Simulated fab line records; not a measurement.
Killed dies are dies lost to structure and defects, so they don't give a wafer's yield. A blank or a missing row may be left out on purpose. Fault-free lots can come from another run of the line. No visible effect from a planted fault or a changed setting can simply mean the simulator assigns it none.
One fault seen from 2 desks :: flow n5Finfet :: each desk holds nothing but its own numbers, with what lay behind them at the end

## TOOL OWNER'S DESK, lithoTrack-02
The tool's own readings at N5_BEOL_M2_COAT_62 (time 60 s, resist thk 12 nm): means of the sampled wafers that have a number, for each lot that ran on this tool. The brackets show how far a lot's mean lies from the usual mean; more than 4 standard deviations puts the lot out of limits, marked OUT.
Columns: A = dispensePressureKPa at N5_BEOL_M2_COAT_62, usual 50 kPa; B = exhaustPa at N5_BEOL_M2_COAT_62, usual 44.8 Pa; C = heaterPowerTotalW at N5_BEOL_M2_COAT_62, usual 427.3 W; D = spinSpeedRpm at N5_BEOL_M2_COAT_62, usual 1499.9 rpm
lot: L551
first seen here: day 7 18:20
A: 45
B: 44.6
C: 429.7
D: 1500.3

lot: L563
first seen here: day 10 11:40
A: 45
B: 45.4
C: 426.3
D: 1627.3 (+99 or more) OUT

lot: L566
first seen here: day 11 06:29
A: 45
B: 43.9
C: 427.1
D: 1627.3 (+99 or more) OUT
This desk finds L563, L566 out of limits, L563 being first, at day 10 11:40 (spinSpeedRpm at N5_BEOL_M2_COAT_62). Within limits: L551.

## AT THE METROLOGY DESK
Means of the sampled wafers that have a number, per lot and without regard to the tool the lot ran on: this is what the gauges read. The brackets show how far a lot's mean lies from the usual mean; more than 4 standard deviations puts the lot out of limits, marked OUT. 7 of its 10 readings are shown, namely those furthest out on some lot.
Columns: A = DIBL_N at N5_BEOL_M4_RC_MEAS_101, usual 36.3 mV/V; B = IOFF_N at N5_BEOL_M4_RC_MEAS_101, usual 0.16 nA/um; C = IOFF_P at N5_BEOL_M4_RC_MEAS_101, usual 0.21 nA/um; D = ION_N at N5_BEOL_M4_RC_MEAS_101, usual 673 uA/um; E = ION_P at N5_BEOL_M4_RC_MEAS_101, usual 461 uA/um; F = VT_N at N5_BEOL_M4_RC_MEAS_101, usual 251 mV; G = VT_P at N5_BEOL_M4_RC_MEAS_101, usual -251 mV
lot: L551
first seen here: day 8 20:08
A: 35.0
B: 0.14
C: 0.21
D: 668
E: 466
F: 252
G: -248

lot: L563
first seen here: day 11 13:58
A: 37.1
B: 0.15
C: 0.20
D: 669
E: 460
F: 252
G: -252

lot: L566
first seen here: day 12 09:20
A: 34.4
B: 0.12
C: 0.14
D: 662
E: 450
F: 255
G: -259

lot: L569
first seen here: day 13 09:51
A: 36.9
B: 0.18
C: 0.22
D: 683
E: 467
F: 248
G: -252
Finding of this desk: none of the 4 lots has anything out of limits.

## BROUGHT TOGETHER
At day 10 11:40, on L563, L566, the tool owner's desk was in a position to raise an alarm.
Nothing out of limits was seen by the metrology desk.
The metrology desk holds a record of L563, L566, inside its limits.
N5_BEOL_M2_COAT_62 was run on lithoTrack-02 by each of the lots named.

## WHAT WAS PUT IN BY THE SIMULATOR
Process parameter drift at N5_BEOL_M2_COAT_62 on lithoTrack-02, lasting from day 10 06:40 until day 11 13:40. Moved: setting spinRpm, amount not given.
Shown lots that were struck: L563, L566.
Delay in hours, fault start to first out-of-limits reading, by desk: the tool owner's desk at 5.
